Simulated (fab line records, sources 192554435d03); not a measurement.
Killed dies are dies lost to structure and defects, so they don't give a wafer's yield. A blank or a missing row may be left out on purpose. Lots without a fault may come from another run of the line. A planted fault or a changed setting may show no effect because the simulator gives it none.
fab line records | flow n5_finfet
record lots=7 wafers=21 last_day=22
route steps=1938 shown BEOL_M7@1268 PASSIVATION@1936
lots that met no fault: from a run of the same line without faults
start_h: hours from the record's first day to the start of the lot's first wafer shown | wait_h: hours since the lot's step before | " the same as in the row above | L1.1+2: a row that stands for several wafers | - no value, or no start given | * or withheld: withheld | < > ~ a bound
route shown NAME@n: a module of which the file shows steps, and the number in the route of the first | usual: mean/standard deviation of fault-free wafers | same: alike in all rows | chamber/n: place in a boat | sites: the reading at each site | _std_site: their standard deviation | _edge_site: outer sites' mean less inner sites' | radius_mm: how far each site lies from the wafer's centre | mask NAME#n: copy n | behind: the tool/chamber that last shaped the wafer | hold: why the lot was held/for how many hours/how that ended | device: the transistor (n, p or np) that didn't switch | end of line: the same wafers' tests at the end of the route | a step without rows: its recipe alone | killed: dies lost to structure and defects at the first sort, not the wafer's yield | map: a wafer's dies, x killed, . not, _ none there
set.NAME: the setting as run; set.NAME@STEP: as run at that earlier step | model.NAME: the simulator's own value behind a step, which no gauge read
lots at some steps of the route; a table a step, a row a wafer
services: from which hour (start_h, from the record's first day; less than 0 if before it) a tool's chamber was out of use, for how many hours, and why
## steps
# step N5_BEOL_M7_COAT_59
# recipe resist=SOC temp_c=250 time_s=60 spin_rpm=1500 resist_thk_nm=100
# step N5_BEOL_M7_COAT_60
# recipe resist=SiARC temp_c=220 time_s=60 spin_rpm=1500 resist_thk_nm=35
# step N5_BEOL_M7_COAT_05
# recipe resist=CAR-ArF spin_rpm=1500 resist_thk_nm=90
# step N5_BEOL_M7_EBR_07
# recipe solvent=PGMEA ebr_width_mm=1.5
# step N5_BEOL_M7_SOFTBAKE_06
# recipe temp_c=110 time_s=60 resist=CAR-ArF
# step N5_BEOL_M7_EXPOSE_08
# recipe mask_id=M7 na=1.35 source_shape=dipole sigma_inner=0.817 sigma_outer=0.97 polarization=te dose_mj=68.25
# step N5_BEOL_M7_PEB_09
# recipe peb_temp_c=withheld peb_time_s=60 resist=CAR-ArF
# step N5_BEOL_M7_DEVELOP_10
# recipe develop_time_s=30 developer=TMAH resist=CAR-ArF rinse_liquid=diw dry=air_spin dev_temp_c=23
# step N5_BEOL_M7_CD_MEAS_11
# recipe target_cd_nm=38.5 landing_energy_ev=500 detector=se_inlens polarity=opening
# usual cd_nm=38.5/0.5
# columns lot.wafer tool chamber start_h wait_h cd_nm
L120.1 cd_sem-01 0 356.91 - 38.0
L120.4 " 0 " " 38.8
L120.5 " 0 " " 38.5
L122.4 cd_sem-03 0 375.98 - 38.0
L122.5 " 0 " " 39.2
L122.6 " 0 " " 38.4
L126.2 cd_sem-01 0 412.25 - 38.9
L126.5 " 0 " " 38.9
L126.6 " 0 " " 38.9
L124.1 cd_sem-02 0 416.82 - 38.5
L124.4 " 0 " " 37.5
L124.6 " 0 " " 38.1
L125.2 cd_sem-02 0 426.28 - 37.9
L125.3 " 0 " " 39.3
L125.4 " 0 " " 38.3
L133.1 cd_sem-03 0 431.34 - 39.4
L133.3 " 0 " " 38.4
L133.4 " 0 " " 38.7
L131.1 cd_sem-03 0 435.63 - 39.2
L131.2 " 0 " " 38.2
L131.6 " 0 " " 38.2
# step N5_BEOL_M7_OVL_MEAS_12
# recipe points_per_wafer=44
# usual M7_OVL=0.0/0.88
# columns lot.wafer tool chamber start_h wait_h M7_OVL[nm]
L120.1 overlay-02 0 356.94 0.0 -2.4
L120.4 " 0 " " -0.3
L120.5 " 0 " " -0.9
L122.4 overlay-02 0 376.01 0.0 0.0
L122.5 " 0 " " -0.9
L122.6 " 0 " " -0.2
L126.2 overlay-02 0 412.28 0.0 0.8
L126.5 " 0 " " 0.3
L126.6 " 0 " " 1.3
L124.1 overlay-01 0 416.85 0.0 2.2
L124.4 " 0 " " 0.1
L124.6 " 0 " " 0.2
L125.2 overlay-02 0 426.31 0.0 0.8
L125.3 " 0 " " 1.7
L125.4 " 0 " " 0.2
L133.1 overlay-01 0 431.37 0.0 -0.2
L133.3 " 0 " " 0.2
L133.4 " 0 " " -0.6
L131.1 overlay-02 0 435.66 0.0 -0.8
L131.2 " 0 " " -0.5
L131.6 " 0 " " 0.0
# step N5_BEOL_M7_INSPECT_13
# recipe mode=adi inspect_instrument=brightfield
# usual raw_defect_count=403/120
# columns lot.wafer tool chamber start_h wait_h raw_defect_count
L120.1 defect_inspect-01 - 356.96 0.0 555
L120.4 " - " " 430
L120.5 " - " " 459
L122.4 defect_inspect-02 - 376.03 0.0 302
L122.5 " - " " 331
L122.6 " - " " 405
L126.2 defect_inspect-02 - 412.30 0.0 382
L126.5 " - " " 315
L126.6 " - " " 434
L124.1 defect_inspect-01 - 416.88 0.0 401
L124.4 " - " " 382
L124.6 " - " " 435
L125.2 defect_inspect-01 - 426.33 0.0 461
L125.3 " - " " 492
L125.4 " - " " 494
L133.1 defect_inspect-02 - 431.40 0.0 334
L133.3 " - " " 311
L133.4 " - " " 414
L131.1 defect_inspect-02 - 435.68 0.0 364
L131.2 " - " " 206
L131.6 " - " " 337
# step N5_BEOL_M7_DESCUM_16
# recipe chemistry=O2 time_s=7.9 source_power_w=50 bias_power_w=20 pressure_mtorr=20 rf_frequency_hz=2.712e+07 temp_c=40 resist=CAR-ArF o2_flow_sccm=225
# usual drypump_motor_current_A=5.6/0.39 oes_product_au=0.82/0.091 rf_vpp_V=242.8/1.2 showerhead_plenum_p_Torr=2.07/0.051 temp_c=40.01/0.091 throttle_valve_pct=20.23/0.17
# columns lot.wafer tool chamber start_h wait_h drypump_motor_current_A oes_product_au rf_hours_counter_h rf_vpp_V showerhead_plenum_p_Torr temp_c throttle_valve_pct
L120.1 rie_diel-04 1 357.00 0.0 5.4 0.70 245 243.5 2.08 39.98 20.85
L120.4 " 3 " " 5.8 0.72 - 243.3 2.05 39.91 20.06
L120.5 " 0 " " 5.3 0.79 - 245.2 2.20 40.02 20.56
L122.4 rie_diel-01 1 376.06 0.0 5.6 0.73 160 242.3 2.07 40.02 20.14
L122.5 " 0 " " 5.0 0.71 - 240.9 1.99 39.88 20.11
L122.6 " 3 " " 6.2 0.86 - 243.5 2.11 39.93 20.19
L126.2 rie_diel-01 0 412.33 0.0 5.0 0.71 193 240.9 1.98 40.01 20.12
L126.5 " 1 " " 5.6 0.73 - 243.4 2.07 40.04 20.17
L126.6 " 2 " " 6.2 0.80 - 244.6 2.12 39.92 20.39
L124.1 rie_diel-01 3 416.91 0.0 6.2 0.85 77 244.3 2.11 39.93 20.21
L124.4 " 0 " " 5.0 0.70 195 239.6 1.98 39.94 20.12
L124.6 " 0 " " 5.0 0.71 - 242.3 1.98 40.08 20.10
L125.2 rie_diel-01 3 426.36 0.0 6.2 0.84 80 243.6 2.11 39.92 20.22
L125.3 " 2 " " 6.2 0.80 102 243.5 2.11 40.07 20.40
L125.4 " 1 " " 5.6 0.73 176 243.2 2.07 39.97 20.18
L133.1 rie_diel-04 3 431.43 0.0 5.8 0.69 240 242.0 2.04 40.16 20.09
L133.3 " 0 " " 5.3 0.76 127 245.4 2.19 40.14 20.60
L133.4 " 1 " " 5.4 0.95 12 240.8 2.07 39.88 20.47
L131.1 rie_diel-05 3 435.72 0.0 5.9 0.89 50 241.6 2.04 40.00 20.15
L131.2 " 2 " " 5.6 0.68 223 242.7 2.05 40.12 20.17
L131.6 " 3 " " 5.9 0.88 - 242.5 2.04 39.97 20.17
# step N5_BEOL_M7_ETCH_61
# recipe chemistry=CF4 target=SiARC target_depth_a=455 mask_material=CAR-ArF time_s=75.8 ion_energy_ev=80 pressure_mtorr=40 source_w=545 bias_w=36 Ar_flow_sccm=100 cf4_flow_sccm=100 ends=cleared
# usual bias_w=36.01/0.1 drypump_motor_current_A=5.6/0.39 etch_rf_on_time_s=76.3/1.7 oes_product_au=0.70/0.08 rf_vpp_V=183.8/0.95 showerhead_plenum_p_Torr=2.13/0.046 throttle_valve_pct=15.48/0.15
# columns lot.wafer tool chamber start_h wait_h bias_w drypump_motor_current_A etch_rf_on_time_s oes_product_au rf_hours_counter_h rf_vpp_V showerhead_plenum_p_Torr throttle_valve_pct
L120.1 rie_diel-04 1 357.03 0.0 35.87 5.4 75.6 0.60 245 183.3 2.13 16.03
L120.4 " 3 " " 36.04 5.8 78.4 0.60 - 184.6 2.13 15.53
L120.5 " 0 " " 36.21 5.3 78.1 0.66 - 185.2 2.24 15.73
L122.4 rie_diel-01 1 376.10 0.0 35.92 5.6 77.4 0.63 160 184.1 2.15 15.57
L122.5 " 0 " " 35.95 5.0 78.0 0.60 - 183.7 2.05 15.42
L122.6 " 3 " " 35.83 6.2 76.2 0.72 - 184.7 2.15 15.29
L126.2 rie_diel-01 0 412.37 0.0 - 5.0 115.7 0.52 193 181.7 2.04 15.44
L126.5 " 1 " " - 5.6 114.4 0.54 - 184.5 2.15 15.59
L126.6 " 2 " " - 6.1 112.1 0.59 - 184.3 2.15 15.52
L124.1 rie_diel-01 3 416.94 0.0 - 6.2 112.6 0.62 78 184.6 2.15 15.29
L124.4 " 0 " " - 5.0 116.3 0.52 195 184.6 2.04 15.42
L124.6 " 0 " " - 5.0 116.0 0.52 - 182.2 2.04 15.44
L125.2 rie_diel-01 3 426.40 0.0 - 6.2 111.1 0.61 80 186.0 2.15 15.31
L125.3 " 2 " " - 6.1 112.4 0.59 102 184.9 2.15 15.52
L125.4 " 1 " " - 5.6 111.5 0.53 176 182.9 2.15 15.60
L133.1 rie_diel-04 3 431.47 0.0 36.13 5.8 79.0 0.59 240 183.7 2.12 15.58
L133.3 " 0 " " 36.08 5.3 78.7 0.64 127 185.2 2.23 15.77
L133.4 " 1 " " 36.01 5.4 75.5 0.80 12 184.3 2.12 15.56
L131.1 rie_diel-05 3 435.75 0.0 36.01 5.9 73.5 0.77 50 185.2 2.10 15.40
L131.2 " 2 " " 35.93 5.7 75.5 0.60 223 183.6 2.13 15.64
L131.6 " 3 " " 35.99 5.9 73.6 0.78 - 184.3 2.10 15.38
# step N5_BEOL_M7_ETCH_62
# recipe chemistry=N2/H2 target=SOC target_depth_a=1100 overetch_a=220 mask_material=SiARC temp_c=40 time_s=165 ion_energy_ev=200 pressure_mtorr=30 source_w=840 bias_w=150 n2_flow_sccm=200 h2_flow_sccm=200
# usual bias_w=150.0/0.46 drypump_motor_current_A=5.6/0.39 oes_product_au=0.69/0.074 rf_vpp_V=523.3/1.9 showerhead_plenum_p_Torr=2.51/0.066 temp_c=40.02/0.11 throttle_valve_pct=17.63/0.22
# columns lot.wafer tool chamber start_h wait_h bias_w drypump_motor_current_A oes_product_au rf_hours_counter_h rf_vpp_V showerhead_plenum_p_Torr temp_c throttle_valve_pct
L120.1 rie_diel-04 1 357.09 0.0 150.1 5.5 0.59 245 522.4 2.51 40.04 18.11
L120.4 " 3 " " 149.3 5.8 0.60 - 523.3 2.53 40.08 17.69
L120.5 " 0 " " 150.0 5.3 0.67 - 527.2 2.68 40.03 18.12
L122.4 rie_diel-01 1 376.15 0.0 149.6 5.6 0.63 160 523.3 2.55 40.13 17.80
L122.5 " 0 " " 150.4 5.0 0.60 - 520.1 2.42 40.10 17.57
L122.6 " 3 " " 150.6 6.2 0.72 - 526.6 2.56 39.81 17.45
L126.2 rie_diel-01 0 412.43 0.0 150.0 5.0 0.60 193 520.1 2.42 40.01 17.60
L126.5 " 1 " " 149.7 5.6 0.63 - 523.9 2.54 40.27 17.79
L126.6 " 2 " " 150.2 6.2 0.69 - 526.5 2.56 39.84 17.71
L124.1 rie_diel-01 3 417.00 0.0 150.5 6.2 0.70 78 523.9 2.55 39.90 17.48
L124.4 " 0 " " 150.2 5.0 0.60 195 520.6 2.42 40.24 17.60
L124.6 " 0 " " 149.9 5.0 0.61 - 521.0 2.42 40.28 17.60
L125.2 rie_diel-01 3 426.46 0.0 149.9 6.2 0.70 80 525.2 2.55 40.17 17.47
L125.3 " 2 " " 149.9 6.2 0.68 102 524.8 2.56 40.09 17.74
L125.4 " 1 " " 149.7 5.6 0.62 176 523.6 2.54 39.94 17.81
L133.1 rie_diel-04 3 431.52 0.0 150.1 5.8 0.59 240 522.6 2.52 39.93 17.73
L133.3 " 0 " " 149.9 5.3 0.65 127 525.4 2.67 40.16 18.17
L133.4 " 1 " " 149.0 5.5 0.79 12 522.7 2.50 39.86 17.70
L131.1 rie_diel-05 3 435.81 0.0 150.4 5.9 0.75 50 521.4 2.45 39.95 17.29
L131.2 " 2 " " 150.4 5.7 0.59 223 522.7 2.49 40.04 17.67
L131.6 " 3 " " 149.7 5.9 0.76 - 521.2 2.45 39.86 17.29
# step N5_PASSIVATION_PROBE_49
# usual defect_limited_yield=90.7/1.5 killed_at_M0_to_M3=38/11 killed_at_M4_up=15/5.5 killed_at_contacts=12/6 killed_at_front_end=41/11 killed_at_other=3.5/2.7 killed_dies=110/18 killed_open=72/13 killed_short=35/8.7 sort_bin_5_function=5.5/1.1 sort_bin_6_memory=3.4/0.63 sort_bin_8_speed=0.01/0.037 sort_n_pass=1070/18 sort_yield_pct=90.7/1.5
# same gross_dies=1180 killed_at_back_side=0 sort_bin_4_leakage[%]=0
# columns lot.wafer tool chamber start_h wait_h defect_limited_yield[%] killed_at_M0_to_M3 killed_at_M4_up killed_at_contacts killed_at_front_end killed_at_other killed_dies killed_open killed_short sort_bin_5_function[%] sort_bin_6_memory[%] sort_bin_8_speed[%] sort_n_pass sort_yield_pct[%]
L124.1 prober-02 - 507.25 0.0 91.9 31 15 6 44 0 96 72 23 4.4 3.4 0 1084 91.9
L124.4 prober-02 - 507.40 0.2 91.0 35 20 11 40 0 106 63 41 5.8 3.0 0 1074 91.0
L124.6 prober-02 - 507.50 0.3 92.5 26 15 9 38 0 88 73 15 4.7 2.7 0 1092 92.5
L126.2 prober-01 - 510.65 0.1 87.5 60 13 18 47 9 147 78 66 6.8 5.3 0 1033 87.5
L126.5 prober-01 - 510.80 0.2 89.9 51 7 8 47 6 119 84 35 6.7 2.9 0 1061 89.9
L126.6 prober-01 - 510.85 0.3 89.2 60 15 10 40 2 127 85 41 6.8 3.8 0 1053 89.2
L125.2 prober-02 - 510.95 0.1 91.1 31 17 8 49 0 105 70 32 4.4 4.0 0 1075 91.1
L125.3 prober-02 - 511.00 0.1 91.6 46 17 12 24 0 99 56 40 4.3 3.7 0.08 1080 91.5
L125.4 prober-02 - 511.05 0.2 88.2 44 17 26 49 3 139 100 38 7.3 4.2 0.08 1041 88.2
L133.1 prober-01 - 524.43 0.0 91.1 45 15 8 34 3 105 71 33 5.7 3.2 0 1075 91.1
L133.3 prober-01 - 524.53 0.1 90.2 50 14 9 39 4 116 87 28 6.4 3.3 0 1064 90.2
L133.4 prober-01 - 524.58 0.2 87.8 59 15 19 49 2 144 93 49 7.4 4.3 0 1036 87.8
L131.1 prober-02 - 535.93 0.0 91.0 30 15 7 51 3 106 62 44 5.6 3.0 0.08 1073 90.9
L131.2 prober-02 - 535.98 0.1 90.2 39 15 5 52 5 116 83 33 6.4 3.1 0 1064 90.2
L131.6 prober-02 - 536.18 0.3 90.6 30 25 13 43 0 111 70 40 6.8 2.2 0 1069 90.6
# killed by level:class
L124.1 FIN_SAQP:geometric_particle:open=10 BEOL_M1:geometric_particle:open=10 GATE_CUT:geometric_particle:short=7 BEOL_M4:geometric_particle:open=7 DUMMY_GATE:geometric_particle:open=6 BEOL_M3:geometric_particle:open=6 MOL_CONTACT_COAG:geometric_particle:open=6 STI_FIN_REVEAL:geometric_particle:open=5
L124.4 FIN_SAQP:geometric_particle:open=12 BEOL_M4:geometric_particle:open=11 BEOL_M1:geometric_particle:open=10 BEOL_M0_SAQP:geometric_particle:short=7 MOL_CONTACT_COAG:geometric_particle:short=6 FIN_SAQP:geometric_particle:short=5 GATE_CUT:geometric_particle:short=5 MOL_CONTACT_COAG:geometric_particle:open=5
L124.6 FIN_SAQP:geometric_particle:open=11 MOL_CONTACT_COAG:geometric_particle:open=9 BEOL_M1:geometric_particle:open=9 BEOL_M4:geometric_particle:open=7 BEOL_M3:geometric_particle:open=5 STARTING-WAFER:geometric_particle:open=5 FIN_SAQP:geometric_particle:short=4 BEOL_M2:geometric_particle:open=4
L126.2 BEOL_M0_SAQP:geometric_particle:short=23 BEOL_M0_SAQP:geometric_particle:open=16 FIN_SAQP:geometric_particle:short=14 MOL_CONTACT_COAG:geometric_particle:open=12 FIN_SAQP:geometric_particle:open=7 GATE_CUT:geometric_particle:short=6 BEOL_M1:geometric_particle:open=6 MOL_CONTACT_COAG:geometric_particle:short=6
L126.5 FIN_SAQP:geometric_particle:open=16 BEOL_M0_SAQP:geometric_particle:open=10 BEOL_M1:geometric_particle:open=10 FIN_SAQP:geometric_particle:short=9 BEOL_M3:geometric_particle:open=9 MOL_CONTACT_COAG:geometric_particle:open=8 BEOL_M0_SAQP:geometric_particle:short=7 STI_FIN_REVEAL:geometric_particle:open=6
L126.6 BEOL_M3:geometric_particle:open=16 BEOL_M0_SAQP:geometric_particle:short=13 STI_FIN_REVEAL:geometric_particle:open=10 MOL_CONTACT_COAG:geometric_particle:open=9 BEOL_M0_SAQP:geometric_particle:open=9 BEOL_M1:geometric_particle:open=9 BEOL_M4:geometric_particle:open=7 FIN_SAQP:geometric_particle:short=6
L125.2 STI_FIN_REVEAL:geometric_particle:open=12 BEOL_M2:geometric_particle:open=9 FIN_SAQP:geometric_particle:short=7 MOL_CONTACT_COAG:geometric_particle:open=7 BEOL_M0:geometric_particle:open=7 DUMMY_GATE:geometric_particle:open=6 FIN_SAQP:geometric_particle:open=5 BEOL_M2:geometric_particle:short=5
L125.3 BEOL_M0_SAQP:geometric_particle:short=12 MOL_CONTACT_COAG:geometric_particle:open=10 BEOL_M1:geometric_particle:open=9 BEOL_M0_SAQP:geometric_particle:open=8 BEOL_M0:geometric_particle:open=5 BEOL_M5:geometric_particle:open=5 FIN_SAQP:geometric_particle:short=4 BEOL_M2:geometric_particle:short=4
L125.4 STI_FIN_REVEAL:geometric_particle:open=24 MOL_CONTACT_COAG:geometric_particle:open=19 BEOL_M0_SAQP:geometric_particle:open=13 BEOL_M2:geometric_particle:open=8 MOL_CONTACT_COAG:geometric_particle:short=7 BEOL_M0:geometric_particle:open=7 BEOL_M1:geometric_particle:open=6 GATE_CUT:geometric_particle:short=5
L133.1 BEOL_M1:geometric_particle:open=13 FIN_SAQP:geometric_particle:open=10 BEOL_M3:geometric_particle:open=9 BEOL_M4:geometric_particle:open=8 MOL_CONTACT_COAG:geometric_particle:open=7 GATE_CUT:geometric_particle:short=6 BEOL_M2:geometric_particle:open=6 BEOL_M3:geometric_particle:short=5
L133.3 BEOL_M3:geometric_particle:open=14 BEOL_M1:geometric_particle:open=13 FIN_SAQP:geometric_particle:open=12 BEOL_M2:geometric_particle:open=12 FIN_SAQP:geometric_particle:short=9 BEOL_M4:geometric_particle:open=7 STI_FIN_REVEAL:geometric_particle:open=6 MOL_CONTACT_COAG:geometric_particle:open=6
L133.4 BEOL_M3:geometric_particle:open=27 FIN_SAQP:geometric_particle:open=13 MOL_CONTACT_COAG:geometric_particle:open=13 FIN_SAQP:geometric_particle:short=10 BEOL_M0_SAQP:geometric_particle:short=8 BEOL_M4:geometric_particle:open=8 GATE_CUT:geometric_particle:short=7 MOL_CONTACT_COAG:geometric_particle:short=6
L131.1 STI_FIN_REVEAL:geometric_particle:open=19 BEOL_M0_SAQP:geometric_particle:short=11 FIN_SAQP:geometric_particle:short=10 FIN_SAQP:geometric_particle:open=7 BEOL_M0_SAQP:geometric_particle:open=7 MOL_CONTACT_COAG:geometric_particle:open=6 BEOL_M4:geometric_particle:open=6 STI_FIN_REVEAL:geometric_particle:short=5
L131.2 STI_FIN_REVEAL:geometric_particle:open=19 BEOL_M0_SAQP:geometric_particle:short=11 BEOL_M1:geometric_particle:open=11 BEOL_M4:geometric_particle:open=10 BEOL_M0_SAQP:geometric_particle:open=8 FIN_SAQP:geometric_particle:open=6 STARTING-WAFER:geometric_particle:open=6 FIN_SAQP:geometric_particle:short=5
L131.6 BEOL_M4:geometric_particle:open=15 MOL_CONTACT_COAG:geometric_particle:open=11 FIN_SAQP:geometric_particle:short=8 FIN_SAQP:geometric_particle:open=8 STI_FIN_REVEAL:geometric_particle:open=8 BEOL_M0_SAQP:geometric_particle:short=8 ILD0:geometric_particle:open=7 BEOL_M2:geometric_particle:short=5
## services
# columns tool chamber start_h hours kind
rie_diel-04 2 348.86 - clean
rie_diel-04 2 348.86 - consumable_replace:focus_ring
rie_diel-04 2 348.86 18.3 scheduled_down
rie_diel-04 2 348.86 18.3 vent_cycle
rie_diel-04 1 371.06 - clean
rie_diel-04 1 371.06 - consumable_replace:focus_ring
rie_diel-04 1 371.06 16.2 scheduled_down
rie_diel-04 1 371.06 16.2 vent_cycle
rie_diel-01 3 402.03 14.8 repair
rie_diel-01 0 408.18 3.1 repair
rie_diel-01 3 422.49 3.5 repair
## key
first_sign step=N5_BEOL_M7_ETCH_61 reading=etch_rf_on_time_s direction=up sigmas=22 usual=* struck=*
effect step=N5_BEOL_M7_ETCH_61 reading=oes_product_au direction=down sigmas=1.7 usual=0.70 struck=0.56
met_at N5_BEOL_M7_ETCH_61
struck_wafers L124.1,L124.4,L124.6,L125.2,L125.3,L125.4,L126.2,L126.5,L126.6
onset_between 376.10 412.37
earlier_fault kind=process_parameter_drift tool=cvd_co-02 chamber=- onset_h=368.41 steps=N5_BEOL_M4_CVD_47 channel=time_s offset=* shape=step acts_in=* stated=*
earlier_fault kind=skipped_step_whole tool=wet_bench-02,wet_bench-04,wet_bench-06 chamber=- onset_h=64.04 steps=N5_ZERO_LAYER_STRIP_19 scope=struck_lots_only
fault kind=process_parameter_drift tool=rie_diel-01 chamber=- onset_h=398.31 steps=N5_BEOL_M7_ETCH_61 channel=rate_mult offset=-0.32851 shape=step
